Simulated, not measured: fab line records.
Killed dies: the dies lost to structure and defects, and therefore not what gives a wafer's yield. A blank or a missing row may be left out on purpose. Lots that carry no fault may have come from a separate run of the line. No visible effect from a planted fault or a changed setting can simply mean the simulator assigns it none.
Chamber matching	flow nand_harc	NHARC_A_BONDPAD_CMP_19 on cmp-01 has 4 sister chambers
The step polishes, t overpolish 30 s, cu recess touch 16 s, target thk 169.82 nm. 14 wafers are shown with their chamber, then 7 later ones without.

## EACH WAFER AND ITS CHAMBER
wafer	chamber	motor_current_A (A)	overpolish_run_s (s)
L878.1	3	12.3	30.020
L878.3	2	12.4	30.006
L878.6	1	10.8	30.012
L879.2	0	11.2	30.013
L879.4	3	12.3	29.988
L879.5	0	11.2	30.011
L880.1	3	12.0	30.000
L880.3	1	11.5	30.014
L880.5	0	11.6	29.995
L893.2	1	11.1	29.999
L893.3	2	12.9	29.997
L893.5	2	13.1	29.991
L892.2	3	12.0	30.000
L892.3	1	11.4	29.993

SIGNATURES (averages over the wafers above)
reading	chamber 0	chamber 1	chamber 2	chamber 3	scatter within a chamber
motor_current_A	11.333	11.200	12.800	12.150	0.275
overpolish_run_s	30.00633	30.00450	29.99800	30.00200	0.0107
Rule: a wafer's distance from a chamber is the root of the sum, over the readings, of the square of ((its reading less the chamber's mean) divided by the reading's scatter). The wafer belongs to the nearest chamber; if the next one is less than 2 further off, it can't be placed. How the scatter is found: for the shown wafers, subtract from each reading the mean of its chamber, square and add these, divide the total by (wafers less chambers), then take the root.

## WAFERS WITH NO CHAMBER GIVEN
wafer	motor_current_A (A)	overpolish_run_s (s)
L892.5	11.2	30.000
L896.1	13.0	30.005
L896.2	10.7	30.006
L896.3	12.7	30.003
L900.1	11.1	30.001
L900.2	12.3	30.005
L900.6	10.4	29.996

## THE CHAMBER EACH PASSED THROUGH
wafer	from the rows above	in truth
L892.5	can't be placed: 1 or 0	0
L896.1	2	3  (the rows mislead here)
L896.2	can't be placed: 1 or 0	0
L896.3	can't be placed: 2 or 3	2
L900.1	can't be placed: 1 or 0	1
L900.2	can't be placed: 3 or 2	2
L900.6	can't be placed: 1 or 0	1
Correctly placed: 0 of 7. From these rows, 6 cannot be placed; in 6 the true chamber is one of the candidates. Number placed wrongly: 1.
